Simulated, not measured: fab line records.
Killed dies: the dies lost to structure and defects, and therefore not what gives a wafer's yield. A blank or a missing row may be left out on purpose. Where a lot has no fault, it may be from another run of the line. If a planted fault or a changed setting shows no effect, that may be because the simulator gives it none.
A struck lot beside a sound one ; flow nandHarc ; 40 out of 1159 route steps
Sound: the wafers L245.1, L245.3, L245.4. Wafers struck: L260.1, L260.2, L260.5. The cause comes at the end.
At each step with rows: each side's tool, then ch and its chambers, then its first start. Under that, the readings that differ: sound wafers ; struck wafers ; difference of the means ; sigmas: that difference in standard deviations of wafers without a fault.
alike: same words and numbers on both sides, and readings whose means sit less than 2 such deviations apart. not compared: any withheld reading, any reading some wafer has no value for, any bound like >300 that may hide the same value, and any number with overlapping values for which the record gives no deviation.
Wherever a step has rows on one side only, a row that says differs or no value, or a row with sigmas, the two part there. When numbers do not overlap yet have no deviation, they are printed without sigmas and do not part them. A reading that every wafer of one side lacks parts them only if that side has two wafers or more.

first, 5 steps without rows for these wafers: NHARC_A_STAIRCASE_EBR_246; NHARC_A_STAIRCASE_EXPOSE_247 (exposes mask SDS 1); NHARC_A_STAIRCASE_PEB_248 (peb time 130 s); NHARC_A_STAIRCASE_DEVELOP_249 (time 140 s); NHARC_A_STAIRCASE_HARDBAKE_251 (time 140 s).
NHARC_A_STAIRCASE_DESCUM_252: chemistry O2, time 3 s.
  sound on rieDiel-05 ch 0,2,3, day 11 13:22; struck on rieDiel-02 ch 0,2,3, day 15 05:13
reading;sound;struck;difference;sigmas
throttleValvePct (%);11.305 11.302 11.295;11.329 11.329 11.313;+0.023;+2
  alike: drypumpMotorCurrentA, oesProductAu, rfVppV, showerheadPlenumPTorr
  not compared: rfHoursCounterH
then, 5 steps without rows for these wafers: NHARC_A_STAIRCASE_ETCH_253 (etches the open film in C4F8/O2, target depth 50 nm, time 20.2 s); NHARC_A_STAIRCASE_STRIP_254 (strips in O2); NHARC_A_STAIRCASE_STRIP_255 (strips in SPM, time 900 s); NHARC_A_STAIRCASE_PRECLEAN_256 (cleans in SC1); NHARC_A_STAIRCASE_SRD_257.
NHARC_A_STAIRCASE_HM_DEP_456: deposits aC, target thk 1500 nm.
  sound on aclDep-03 ch 0, day 11 14:21; struck on aclDep-01 ch 0, day 15 06:19
  alike: throttleValvePct
then, 11 steps without rows for these wafers: NHARC_A_STAIRCASE_DEP_259 (deposits SiON, target thk 30 nm); NHARC_A_STAIRCASE_DEHYDRATE_281 (time 120 s); NHARC_A_STAIRCASE_HMDS_282 (time 30 s); NHARC_A_STAIRCASE_COAT_283; NHARC_A_STAIRCASE_SOFTBAKE_284 (time 170 s); NHARC_A_STAIRCASE_EBR_285; NHARC_A_STAIRCASE_EXPOSE_286 (exposes mask CHOP 100); NHARC_A_STAIRCASE_PEB_287 (peb time 130 s); NHARC_A_STAIRCASE_DEVELOP_288 (time 140 s); NHARC_A_STAIRCASE_HARDBAKE_290 (time 140 s); NHARC_A_STAIRCASE_DESCUM_291 (chemistry O2, time 3 s).
NHARC_A_STAIRCASE_ETCH_292: etches the open film in CF4/CHF3.
  sound on rieDiel-05 ch 0,1,2, day 11 17:10; struck on rieDiel-04 ch 0,2, day 15 09:25
  alike: chf3FlowSccm, drypumpMotorCurrentA, oesProductAu, rfVppV, showerheadPlenumPTorr, throttleValvePct
  not compared: rfHoursCounterH
NHARC_A_STAIRCASE_HM_OPEN_460: chemistry O2/COS.
  sound: rieDiel-05 ch 0,1,2; struck: rieDiel-04 ch 2,3
  alike: drypumpMotorCurrentA, oesProductAu, rfVppV, showerheadPlenumPTorr, throttleValvePct
  not compared: rfHoursCounterH
then, 3 steps without rows for these wafers: NHARC_A_STAIRCASE_STRIP_461 (strips in O2/COS); NHARC_A_STAIRCASE_ETCH_452 (etches the open film in CF4/O2, target depth 30 nm, overetch 3 nm, time 16.5 s); NHARC_A_STAIRCASE_ETCH_294 (etches the open film in C4F8/O2/Ar, target depth 4992 nm, time 1212.4 s).
NHARC_A_STAIRCASE_STRIP_295: strips in O2.
  sound: rieDiel-05 ch 0,1,2; struck: rieDiel-04 ch 1,2,3
reading;sound;struck;difference;sigmas
oesProductAu (a.u.);0.989 0.982 0.989;1.002 1.005 1.000;+0.016;+2
  alike: drypumpMotorCurrentA, rfVppV, showerheadPlenumPTorr, throttleValvePct
  not compared: rfHoursCounterH
then, 4 steps without rows for these wafers: NHARC_A_STAIRCASE_STRIP_296 (strips in SPM, time 900 s); NHARC_A_STAIRCASE_PRECLEAN_297 (cleans in SC1); NHARC_A_STAIRCASE_SRD_298; NHARC_A_STAIRCASE_HM_DEP_462 (deposits aC, target thk 800 nm).
NHARC_A_STAIRCASE_DEP_301: deposits SiON, target thk 30 nm.
  sound on pecvd-04 ch 0,1, day 11 22:32; struck on pecvd-01 ch 0,1, day 15 15:14
  alike: heaterPowerW
then, 5 steps without rows for these wafers: NHARC_A_STAIRCASE_DEHYDRATE_302 (time 120 s); NHARC_A_STAIRCASE_HMDS_303 (time 30 s); NHARC_A_STAIRCASE_COAT_304; NHARC_A_STAIRCASE_SOFTBAKE_305 (time 170 s); NHARC_A_STAIRCASE_EBR_306.
-- jump in the record: it breaks off in module A_STAIRCASE and resumes in module END (first step shown: number 1159 of the route), and 7 days separate the struck wafers' starts before and after --
NHARC_END_SORT_01:
  only the struck wafers appear in the record here, on prober-02 ch 0 at day 22 22:04; the sound ones have no rows

## WHERE THEY PART
Earliest at NHARC_A_STAIRCASE_DESCUM_252; latest, in this record, at NHARC_END_SORT_01.

WHY: what the simulator had put in
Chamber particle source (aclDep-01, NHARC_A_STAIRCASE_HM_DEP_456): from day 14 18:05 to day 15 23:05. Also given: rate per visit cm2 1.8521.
